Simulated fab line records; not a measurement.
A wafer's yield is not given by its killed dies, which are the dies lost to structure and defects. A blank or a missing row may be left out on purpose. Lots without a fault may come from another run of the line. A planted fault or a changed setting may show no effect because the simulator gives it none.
Which of the tools did it? | flow n5Finfet | 9 lots with 27 wafers sampled at 5 steps, on a route of 1938 steps

## WHAT EACH GAUGE READ, for each wafer
N5_MOL_CONTACT_COAG_OVL_MEAS_09. Usual: CA_OVL typically reads 0.1 nm, with standard deviation 0.68.
lot  | measured     | on         | CA_OVL (nm)    | flag
L392 | day 4 22:43  | overlay-01 | -0.9 0.1 -0.6  | 
L393 | day 5 07:28  | overlay-02 | -0.6 0.1 -0.2  | 
L394 | day 5 12:28  | overlay-01 | 0.6 0.8 0.1    | 
L395 | day 5 18:18  | overlay-02 | -1.3 -1.0 -0.3 | 
L402 | day 7 10:41  | overlay-02 | 1.3 1.2 0.8    | 
L404 | day 8 00:21  | overlay-02 | -0.6 -0.6 1.0  | 
L408 | day 9 00:34  | overlay-01 | -0.8 0.2 -0.2  | 
L413 | day 10 04:37 | overlay-01 | 0.4 0.2 0.2    | 
L414 | day 10 10:29 | overlay-02 | 0.7 0.2 0.3    | 

N5_BEOL_M4_RC_MEAS_101. Usual: DIBL_N 36.0 mV/V, standard deviation 1.7; DIBL_P 35.8 mV/V, standard deviation 2; IOFF_N 0.15 nA/um, standard deviation 0.03; IOFF_P 0.20 nA/um, standard deviation 0.037; ION_N 670 uA/um, standard deviation 12; ION_P 460 uA/um, standard deviation 7.2; SS_N 71.5 mV/dec, standard deviation 0.68; SS_P 73.2 mV/dec, standard deviation 0.65; VT_N 250 mV, standard deviation 3.1; VT_P -251 mV, standard deviation 3.4.
lot  | measured     | on        | DIBL_N (mV/V)  | DIBL_P (mV/V)  | IOFF_N (nA/um) | IOFF_P (nA/um) | ION_N (uA/um) | ION_P (uA/um) | SS_N (mV/dec)  | SS_P (mV/dec)  | VT_N (mV)   | VT_P (mV)      | flag
L392 | day 8 07:37  | prober-01 | 36.4 34.2 34.7 | 35.4 31.6 32.5 | 0.16 0.11 0.13 | 0.20 0.16 0.16 | 664 655 662   | 456 455 454   | 71.6 70.5 71.2 | 73.0 72.0 72.5 | 250 256 253 | -251 -256 -257 | 
L393 | day 8 12:48  | prober-01 | 34.3 35.8 36.6 | 33.3 34.4 34.3 | 0.12 0.15 0.15 | 0.16 0.17 0.16 | 668 677 646   | 456 457 440   | 71.9 72.1 72.3 | 72.0 72.7 72.8 | 251 247 252 | -252 -253 -253 | 
L394 | day 8 09:44  | prober-02 | 38.8 37.2 36.9 | 39.1 37.0 35.8 | 0.20 0.16 0.14 | 0.28 0.22 0.21 | 671 664 667   | 463 459 460   | 72.0 71.6 72.1 | 74.1 72.7 73.2 | 246 249 250 | -244 -247 -250 | 
L395 | day 9 03:26  | prober-01 | 39.0 39.3 34.0 | 38.2 38.9 32.5 | 0.22 0.23 0.12 | 0.31 0.33 0.20 | 669 663 657   | 465 463 464   | 72.4 72.1 70.2 | 75.0 74.9 72.8 | 244 244 250 | -240 -241 -246 | 
L402 | day 11 03:55 | prober-01 | 36.8 37.1 38.4 | 34.2 35.8 37.2 | 0.14 0.15 0.17 | 0.19 0.21 0.24 | 658 674 674   | 453 468 468   | 71.7 72.0 71.9 | 73.1 72.4 74.4 | 256 251 250 | -252 -251 -248 | 
L404 | day 11 15:01 | prober-01 | 36.2 35.2 35.0 | 35.7 35.6 34.7 | 0.14 0.14 0.12 | 0.19 0.20 0.18 | 658 683 655   | 453 469 460   | 71.2 71.1 70.1 | 72.7 73.4 72.7 | 252 250 254 | -252 -250 -251 | 
L408 | day 12 18:06 | prober-02 | 34.7 36.5 36.4 | 33.5 35.0 35.7 | 0.13 0.15 0.15 | 0.19 0.22 0.22 | 671 647 658   | 460 448 456   | 71.4 72.0 71.8 | 72.2 72.6 72.8 | 252 251 251 | -249 -247 -247 | 
L413 | day 13 17:25 | prober-02 | 34.7 35.7 37.3 | 33.1 35.3 35.7 | 0.14 0.15 0.17 | 0.17 0.20 0.21 | 671 684 665   | 462 465 457   | 71.1 70.8 71.3 | 72.5 73.3 72.6 | 248 247 248 | -253 -252 -250 | 
L414 | day 14 05:07 | prober-02 | 36.1 32.9 36.1 | 37.4 33.9 37.3 | 0.16 0.12 0.16 | 0.21 0.17 0.20 | 685 672 681   | 467 457 460   | 71.8 70.4 71.1 | 73.0 72.3 73.9 | 251 252 249 | -252 -252 -253 | 

## WHICH TOOL RAN EACH LOT (tool, then ch and the chambers of the sampled wafers, then the start)
lot  | N5_MOL_CONTACT_COAG_ETCH_106     | N5_MOL_CONTACT_COAG_IMPLANT_129 | N5_MOL_CONTACT_COAG_SIL_ANNEAL_21
L392 | rieDiel-04 ch 1,2, day 4 23:08   | implanter-01 ch 0, day 4 23:31  | rtpAnneal-01 ch 0, day 5 00:35
L393 | rieDiel-02 ch 1,2, day 5 07:44   | implanter-02 ch 0, day 5 08:08  | rtpAnneal-01 ch 0, day 5 10:32
L394 | rieDiel-04 ch 0,1,3, day 5 12:38 | implanter-01 ch 0, day 5 13:02  | rtpAnneal-02 ch 0, day 5 13:58
L395 | rieDiel-03 ch 2,3, day 5 18:28   | implanter-02 ch 0, day 5 18:52  | rtpAnneal-01 ch 0, day 5 19:58
L402 | rieDiel-03 ch 1,3, day 7 11:01   | implanter-02 ch 0, day 7 11:26  | rtpAnneal-01 ch 0, day 7 14:22
L404 | rieDiel-04 ch 0,3, day 8 00:38   | implanter-02 ch 0, day 8 00:59  | rtpAnneal-02 ch 0, day 8 02:12
L408 | rieDiel-03 ch 0,2,3, day 9 00:44 | implanter-01 ch 0, day 9 01:07  | rtpAnneal-02 ch 0, day 9 02:08
L413 | rieDiel-04 ch 0,3, day 10 05:01  | implanter-01 ch 0, day 10 05:25 | rtpAnneal-02 ch 0, day 10 06:32
L414 | rieDiel-04 ch 1,3, day 10 10:59  | implanter-02 ch 0, day 10 11:20 | rtpAnneal-02 ch 0, day 10 12:33
- N5_MOL_CONTACT_COAG_ETCH_106: etches SOC in N2/H2, target depth 80 nm, overetch 16 nm, time 120 s.
- N5_MOL_CONTACT_COAG_IMPLANT_129
- N5_MOL_CONTACT_COAG_SIL_ANNEAL_21: time 60 s.

## WHAT THE TOOLS THEMSELVES READ (means of the sampled wafers that have a number; where no wafer has one, the mark that the record gives instead)
N5_MOL_CONTACT_COAG_ETCH_106. Usual: drypumpMotorCurrentA 5.8 A, standard deviation 0.42; oesProductAu 0.72 a.u., standard deviation 0.081; rfVppV 524.0 V, standard deviation 2.5; showerheadPlenumPTorr 2.54 Torr, standard deviation 0.083; tempC 39.99 C, standard deviation 0.1; throttleValvePct 17.76 %, standard deviation 0.18.
lot  | tool       | drypumpMotorCurrentA (A) | oesProductAu (a.u.) | rfVppV (V) | showerheadPlenumPTorr (Torr) | tempC (C) | throttleValvePct (%) | flag
L392 | rieDiel-04 | 6.1                      | 0.66                | 524.8      | 2.56                         | 39.95     | 17.88                | 
L393 | rieDiel-02 | 5.7                      | 0.65                | 520.5      | 2.43                         | 39.97     | 17.82                | 
L394 | rieDiel-04 | 5.6                      | 0.77                | 526.0      | 2.61                         | 40.08     | 17.58                | 
L395 | rieDiel-03 | 5.7                      | 0.74                | 525.7      | 2.56                         | 40.01     | 17.78                | 
L402 | rieDiel-03 | 6.1                      | 0.79                | 525.0      | 2.59                         | 39.91     | 17.74                | 
L404 | rieDiel-04 | 5.6                      | 0.80                | 526.0      | 2.62                         | 39.97     | 17.44                | 
L408 | rieDiel-03 | 5.6                      | 0.81                | 522.8      | 2.51                         | 40.01     | 17.66                | 
L413 | rieDiel-04 | 5.5                      | 0.77                | 525.2      | 2.61                         | 39.97     | 17.48                | 
L414 | rieDiel-04 | 5.6                      | 0.70                | 523.5      | 2.52                         | 40.02     | 17.74                | 

N5_MOL_CONTACT_COAG_IMPLANT_129. Usual: beamOnS 40.1 s, standard deviation 1.5; doseIonsCm2 6e+14, standard deviation 6.3e+11.
lot  | tool         | beamOnS (s) | doseIonsCm2 | flag
L392 | implanter-01 | 38.4        | 6e+14       | 
L393 | implanter-02 | 41.4        | 6e+14       | 
L394 | implanter-01 | 38.3        | 6e+14       | 
L395 | implanter-02 | 41.4        | 6e+14       | 
L402 | implanter-02 | 24.0        | 4e+14       | OFF
L404 | implanter-02 | 24.3        | 4e+14       | OFF
L408 | implanter-01 | 39.3        | 6e+14       | 
L413 | implanter-01 | 39.7        | 6e+14       | 
L414 | implanter-02 | 41.3        | 6e+14       | 

N5_MOL_CONTACT_COAG_SIL_ANNEAL_21. Usual: lampPowerPct 6.62 %, standard deviation 0.24; lamp_zone_4_pct 6.62 %, standard deviation 0.24; wafer_temp_C_max 552.6, standard deviation 0.66.
lot  | tool         | lampPowerPct (%) | lamp_zone_4_pct (%) | wafer_temp_C_max | flag
L392 | rtpAnneal-01 | 6.34             | 6.33                | 552.0            | 
L393 | rtpAnneal-01 | 6.33             | 6.33                | 552.0            | 
L394 | rtpAnneal-02 | 6.82             | 6.83                | 552.6            | 
L395 | rtpAnneal-01 | 6.33             | 6.33                | 552.1            | 
L402 | rtpAnneal-01 | 6.33             | 6.32                | 552.2            | 
L404 | rtpAnneal-02 | 6.83             | 6.82                | 552.9            | 
L408 | rtpAnneal-02 | 6.82             | 6.83                | 553.4            | 
L413 | rtpAnneal-02 | 6.83             | 6.82                | 552.8            | 
L414 | rtpAnneal-02 | 6.82             | 6.82                | 553.5            | 

## THE ANSWER, worked out from the rows above alone
Rule: a lot counts as off when the mean over its wafers that have a number is more than 3 standard deviations away from the usual mean. A lot without any number at a reading at which 4 lots or more have one is off too. The other lots that the step has rows for count as sound. After the gauges, taken in route order, come the tools' own readings; for these a lot's mean is taken, as printed above. At the first step where some lot is off, the reading lying furthest off is the one used; lots without a number count as furthest.
Off, at N5_MOL_CONTACT_COAG_IMPLANT_129 on doseIonsCm2: L402, L404.
If a tool, at that step or one of the process steps before it, ran each lot that is off and ran no sound lot following the first of them, it fits. None of those tried fits.

## WHAT THE SIMULATOR HAD INSERTED
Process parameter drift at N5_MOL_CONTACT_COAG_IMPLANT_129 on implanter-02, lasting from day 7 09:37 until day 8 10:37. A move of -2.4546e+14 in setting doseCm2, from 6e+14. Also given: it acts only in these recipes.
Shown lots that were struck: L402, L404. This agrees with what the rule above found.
